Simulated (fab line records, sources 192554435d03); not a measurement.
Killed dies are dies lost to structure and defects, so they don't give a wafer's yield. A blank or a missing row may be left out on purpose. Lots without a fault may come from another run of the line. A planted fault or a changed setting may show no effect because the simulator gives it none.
Chamber matching | flow n5_finfet | N5_BEOL_M5_ETCH_72 on rie_diel-01: 4 sister chambers
The step etches underlayer in N2/H2, target depth 6.5 nm, time 5.2 s. 4 wafers are shown with their chamber, then 10 later ones without.

WAFERS WITH THEIR CHAMBER
wafer  | chamber | throttle_valve_pct (%)
L087.1 | 2       | 17.6
L087.4 | 0       | 17.8
L093.1 | 3       | 17.3
L093.5 | 1       | 18.2

WAFERS WITHOUT THEIR CHAMBER
wafer  | throttle_valve_pct (%)
L093.6 | 17.6
L094.2 | 17.6
L094.3 | 17.8
L094.5 | 17.3
L096.1 | 17.8
L096.3 | 17.7
L096.5 | 17.3
L095.1 | 17.6
L095.2 | 17.3
L095.4 | 18.3

WHICH CHAMBER EACH WENT THROUGH
wafer  | from the rows above     | in truth
L093.6 | 2                       | 2
L094.2 | 2                       | 2
L094.3 | 0                       | 0
L094.5 | 3                       | 3
L096.1 | 0                       | 0
L096.3 | can't be placed: 2 or 0 | 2
L096.5 | 3                       | 3
L095.1 | 2                       | 2
L095.2 | 3                       | 3
L095.4 | 1                       | 1
Placed correctly: 9 of 10. Can't be placed from these rows: 1 (the true chamber is among the candidates in 1). Placed wrongly: 0.
How it was worked out, from the rows above alone: a wafer's distance from a chamber is the root of the sum, over the readings, of the square of ((its reading less the chamber's mean) divided by the reading's scatter). The wafer belongs to the nearest chamber; if the next one is less than 2 further off, it can't be placed. A chamber's mean is the mean of its shown wafers. The scatter: with one shown wafer a chamber, the root of the mean of the squares of how far each hidden wafer lies from its nearest shown one.
